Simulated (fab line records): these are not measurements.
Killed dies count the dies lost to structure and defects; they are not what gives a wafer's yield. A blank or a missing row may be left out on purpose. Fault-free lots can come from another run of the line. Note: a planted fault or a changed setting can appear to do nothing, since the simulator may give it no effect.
A struck lot beside a sound one | flow nand harc | 15 steps out of a route of 1159
Sound: wafers L863.1, L863.2, L863.5. The struck wafers were L879.1, L879.3, L879.4. At the end, the cause is stated.
At each step with rows: each side's tool, then ch and its chambers, then its first start. Under that, the readings that differ: sound wafers | struck wafers | difference of the means | sigmas: that difference in standard deviations of wafers without a fault.
alike: readings whose means differ by less than 2 such deviations, and words and numbers that are the same on both sides. not compared: withheld readings, readings that some wafer has no value for, bounds like >300 that may hide the same value, and numbers for which the record gives no deviation and whose values overlap.
A row with sigmas, a row that says differs or no value, or rows on one side alone: a step with any of these is where the two part. When numbers do not overlap yet have no deviation, they are printed without sigmas and do not part them. Lack of a reading on every wafer of one side parts them only where that side has two or more wafers.

NHARC_A_CHANNEL_HOLE_D1_ETCH_44: etches the open film in CF4/O2, target depth 140 nm, overetch 14 nm, time 77 s.
  sound on rie diel-13 ch 0,2, day 9 00:10; struck on rie diel-13 ch 1,2,3, day 13 03:20
  alike: cf4 flow sccm, drypump motor current A, oes product au, rf vpp V, showerhead plenum p Torr, throttle valve pct
  not compared: rf hours counter h
NHARC_A_CHANNEL_HOLE_D1_STRIP_27: strips in O2.
  sound on rie diel-13 ch 0,2; struck on rie diel-13 ch 0,2,3
  alike: drypump motor current A, oes product au, rf vpp V, showerhead plenum p Torr, throttle valve pct
  not compared: rf hours counter h
then, 2 steps without rows for these wafers: NHARC_A_CHANNEL_HOLE_D1_PRECLEAN_28 (cleans in SC1); NHARC_A_CHANNEL_HOLE_D1_SRD_29.
NHARC_A_CHANNEL_HOLE_D1_CD_MEAS_30:
  sound on cd sem-03, day 9 00:58; struck on cd sem-01, day 13 04:08
  alike: cd nm
then, 1 step without rows for these wafers: NHARC_A_CHANNEL_HOLE_D1_XSEM_31.
NHARC_A_CHANNEL_HOLE_D1_INSPECT_40:
  sound on defect inspect-01, day 9 01:09; struck on defect inspect-02, day 13 04:19
  reading          | sound      | struck   | difference | sigmas
  raw defect count | 102 104 48 | 45 47 54 | -36        | -2
then, 3 steps without rows for these wafers: NHARC_A_CHANNEL_FILL_D1_PRECLEAN_00 (cleans in SC1); NHARC_A_CHANNEL_FILL_D1_SRD_01; NHARC_A_CHANNEL_FILL_D1_ALD_02 (deposits SiO2, target thk 6 nm, pulse time 10 s, ald cycles 60).
NHARC_A_CHANNEL_FILL_D1_ALD_03: deposits SiNx, target thk 6 nm, pulse time 60 s, ald cycles 58.
  sound on ald sin batch-02 ch 0; struck on ald sin batch-01 ch 0
  alike: ald cycles, precursor pulse height rel
NHARC_A_CHANNEL_FILL_D1_ALD_14: deposits SiO2, target thk 2.5 nm, pulse time 10 s, ald cycles 25.
  sound on ald hk-02 ch 0,1, day 9 08:05; struck on ald hk-03 ch 0,1,3, day 13 11:30
  alike: ald cycles, heater power w, precursor pulse height rel
NHARC_A_CHANNEL_FILL_D1_ALD_15: deposits SiNx, target thk 2 nm, pulse time 60 s, ald cycles 19.
  sound on ald sin batch-01 ch 0, day 9 11:13; struck on ald sin batch-02 ch 0, day 13 14:37
  reading    | sound    | struck   | difference | sigmas
  ald cycles | 19 19 19 | 15 15 15 | -4         |
  alike: precursor pulse height rel
NHARC_A_CHANNEL_FILL_D1_ALD_16: deposits SiO2, target thk 1.5 nm, pulse time 10 s, ald cycles 15.
  sound on ald hk-03 ch 1,2, day 9 18:25; struck on ald hk-03 ch 0,1,2, day 13 16:39
  alike: ald cycles, heater power w, precursor pulse height rel
NHARC_END_SORT_01:
  the record has rows for the sound wafers here (prober-02 ch 0, day 20 01:23) and none for the struck ones

## WHERE THEY PART
Earliest at NHARC_A_CHANNEL_HOLE_D1_INSPECT_40; latest, in this record, at NHARC_END_SORT_01.

WHY: what the simulator had put in
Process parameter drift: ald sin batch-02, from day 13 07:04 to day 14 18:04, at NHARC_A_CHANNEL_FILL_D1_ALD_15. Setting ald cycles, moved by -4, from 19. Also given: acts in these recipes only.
